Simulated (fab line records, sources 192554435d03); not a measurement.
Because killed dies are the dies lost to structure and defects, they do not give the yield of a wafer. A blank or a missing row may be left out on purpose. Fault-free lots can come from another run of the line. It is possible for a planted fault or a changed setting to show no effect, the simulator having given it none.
Struck lot and sound lot, side by side -- flow n5 finfet -- 39 steps out of a route of 1938
Sound: wafers L174.1, L174.4, L174.6. Struck: wafers L185.1, L185.3. The cause is given at the end.
At each step with rows: each side's tool, then ch and its chambers, then its first start. Under that, the readings that differ: sound wafers -- struck wafers -- difference of the means -- sigmas: that difference in standard deviations of wafers without a fault.
alike: words and numbers the same on both sides, and readings whose means are apart by under 2 such deviations; not compared: readings that were withheld, readings missing a value for some wafer, numbers with overlapping values and no deviation given by the record, and bounds like >300 which may hide the same value.
The two part at a step that has a row with sigmas, a row that says differs or no value, or rows on one side only. Numbers that have no deviation but don't overlap get no sigmas and don't part them. Lack of a reading on every wafer of one side parts them only where that side has two or more wafers.

first, 9 steps without rows for these wafers: N5_DUMMY_GATE_COAT_09 (resist thk 30 nm); N5_DUMMY_GATE_EBR_11; N5_DUMMY_GATE_SOFTBAKE_10 (time 60 s); N5_DUMMY_GATE_EXPOSE_12 (exposes mask GATE, target cd 25 nm); N5_DUMMY_GATE_PEB_13 (peb time 60 s); N5_DUMMY_GATE_DEVELOP_14 (develop time 30 s); N5_DUMMY_GATE_DESCUM_20 (chemistry O2, time 6.2 s); N5_DUMMY_GATE_ETCH_29 (etches underlayer in N2/H2, target depth 13 nm); N5_DUMMY_GATE_ETCH_36 (etches SiARC in CF4, target depth 13 nm).
N5_DUMMY_GATE_ETCH_37: etches SOC in N2/H2, target depth 60 nm, overetch 30 nm.
  sound on rie diel-02 ch 0,1,2, day 2 21:39; struck on rie diel-02 ch 0,3, day 5 17:00
reading,sound,struck,difference,sigmas
model.SiARC_of_DUMMY_GATE_COAT_35.thk nm (nm),4.8 5.2 5.4,1.8 2.4,-3.0,
  alike: drypump motor current A, n2 flow sccm, oes product au, rf vpp V, showerhead plenum p Torr, throttle valve pct
  not compared: rf hours counter h
then, 2 steps without rows for these wafers: N5_DUMMY_GATE_STRIP_38 (strips in N2/H2); N5_DUMMY_GATE_STRIP_39 (strips in N2/H2).
N5_DUMMY_GATE_TRIM_49: chemistry O2, time 29 s, target cd 14 nm.
  sound on rie si-05 ch 1,2, day 2 21:44; struck on rie si-02 ch 1,3, day 5 17:05
reading,sound,struck,difference,sigmas
model.DUMMY_GATE.cd nm (nm),15.2 14.4 14.8,11.8 13.2,-2.3,
  alike: drypump motor current A, oes product au, throttle valve pct
  not compared: rf hours counter h
then, 1 step without rows for these wafers: N5_DUMMY_GATE_STRIP_40 (strips in CF4).
N5_DUMMY_GATE_CD_MEAS_50 targets a cd of 14 nm.
  struck on cd sem-02, day 5 17:16; sound on cd sem-02, day 2 21:59
reading,sound,struck,difference,sigmas
cd nm (nm),15.2 14.2 15.2,11.8 13.2,-2.4,-5
then, 6 steps without rows for these wafers: N5_DUMMY_GATE_ETCH_31 (etches SiO2 in C4F6/O2, target depth 82.5 nm, time 27.5 s); N5_DUMMY_GATE_STRIP_41 (strips in O2); N5_DUMMY_GATE_HM_OPEN_21 (chemistry CH3F/O2, target SiNx, target depth 120 nm, time 171.4 s); N5_DUMMY_GATE_ETCH_32 (etches SiO2 in CF4, target depth 3.5 nm, time 3.9 s); N5_DUMMY_GATE_ETCH_23 (etches poly-Si in HBr/Cl2/O2, target depth 41 nm, time 22.3 s); N5_DUMMY_GATE_ETCH_44 (etches poly-Si in HBr/O2, stops on SiO2, target depth 127.5 nm).
N5_DUMMY_GATE_CD_MEAS_24 targets a cd of 15 nm.
  struck on cd sem-02, day 5 17:45; sound on cd sem-01, day 2 22:32
reading,sound,struck,difference,sigmas
cd nm (nm),16.3 15.3 16.0,12.5 14.1,-2.6,-5
N5_DUMMY_GATE_ETCH_42: etches SiO2 in CHF3/O2, target depth 3.5 nm, time 31 s.
  sound on rie diel-01 ch 2,3, day 2 22:35; struck on rie diel-01 ch 0,2, day 5 17:48
reading,sound,struck,difference,sigmas
model.DUMMY_GATE.cd nm (nm),16.4 15.6 16.2,12.8 14.2,-2.6,
  alike: drypump motor current A, oes product au, rf vpp V, showerhead plenum p Torr, throttle valve pct
  not compared: rf hours counter h
then, 14 steps without rows for these wafers: N5_DUMMY_GATE_STRIP_48 (strips in N2/H2, time 20 s); N5_DUMMY_GATE_PRECLEAN_33 (cleans in dHF, time 10 s); N5_DUMMY_GATE_PRECLEAN_25 (cleans in O3/DIW, time 45 s); N5_DUMMY_GATE_PRECLEAN_51 (cleans in SC2, time 45 s); N5_DUMMY_GATE_SRD_26 (time 30 s); N5_DUMMY_GATE_UV_OZONE_45 (time 120 s); N5_SPACER0_ALD_07 (deposits SiNx, target thk 2 nm); N5_SPACER0_ALD_00 (deposits SiOCN, target thk 3.5 nm, pulse time 3 s, purge time 2 s); N5_SPACER0_ALD_08 (deposits SiNx, target thk 2 nm); N5_SD_EPI_N_COAT_32 (time 60 s, resist thk 350 nm); N5_SD_EPI_N_COAT_33 (time 60 s, resist thk 35 nm); N5_SD_EPI_N_COAT_03 (resist thk 150 nm); N5_SD_EPI_N_EBR_05; N5_SD_EPI_N_SOFTBAKE_04 (time 60 s).
-- here the record skips 5 days between the struck wafers' starts before and after, leaving off in module SD_EPI_N and picking up in module BEOL_M4 (first step shown: number 1111 of the route) --
N5_BEOL_M4_RC_MEAS_101:
  sound on prober-01 ch 0, day 8 04:06; struck on prober-01 ch 0, day 10 13:55
reading,sound,struck,difference,sigmas
DIBL_N (mV/V),31.1 34.5 32.6,44.4 39.2,+9.1,+4
DIBL_P (mV/V),33.8 35.7 33.7,44.4 39.9,+7.8,+3
IOFF_N (nA/um),0.11 0.14 0.12,0.31 0.22,+0.14,+3
IOFF_P (nA/um),0.19 0.21 0.17,0.35 0.29,+0.13,+3
SS_N (mV/dec),69.6 70.8 70.5,73.7 72.0,+2.5,+4
SS_P (mV/dec),73.1 73.4 72.3,76.0 74.4,+2.3,+3
  alike: ION_N, ION_P, VT_N, VT_P
-- record jumps: 4 days separate the struck wafers' starts on either side; left off in module BEOL_M4, taken up again in module PASSIVATION, whose first shown step is the route's number 1936 --
N5_PASSIVATION_PROBE_49:
  struck on prober-02, day 14 19:52; sound on prober-02, day 12 12:35
reading,sound,struck,difference,sigmas
defect limited yield (%),91.0 92.4 92.1,81.9 90.3,-5.7,-4
killed at front end,37 35 33,163 33,+63,+6
killed dies,106 90 93,213 114,+67,+4
sort_bin_5_function (%),5.6 4.6 4.3,11.2 5.8,+3.7,+4
sort_bin_6_memory (%),3.2 3.0 2.9,6.0 3.7,+1.8,+3
  alike: killed_at_M0_to_M3, killed_at_M4_up, killed at contacts, killed at other, killed open, killed short, sort_bin_4_leakage, sort n pass, sort yield pct

== WHERE THEY PART ==
Earliest at N5_DUMMY_GATE_CD_MEAS_50; latest, in this record, at N5_PASSIVATION_PROBE_49.

WHY: the cause the simulator had injected
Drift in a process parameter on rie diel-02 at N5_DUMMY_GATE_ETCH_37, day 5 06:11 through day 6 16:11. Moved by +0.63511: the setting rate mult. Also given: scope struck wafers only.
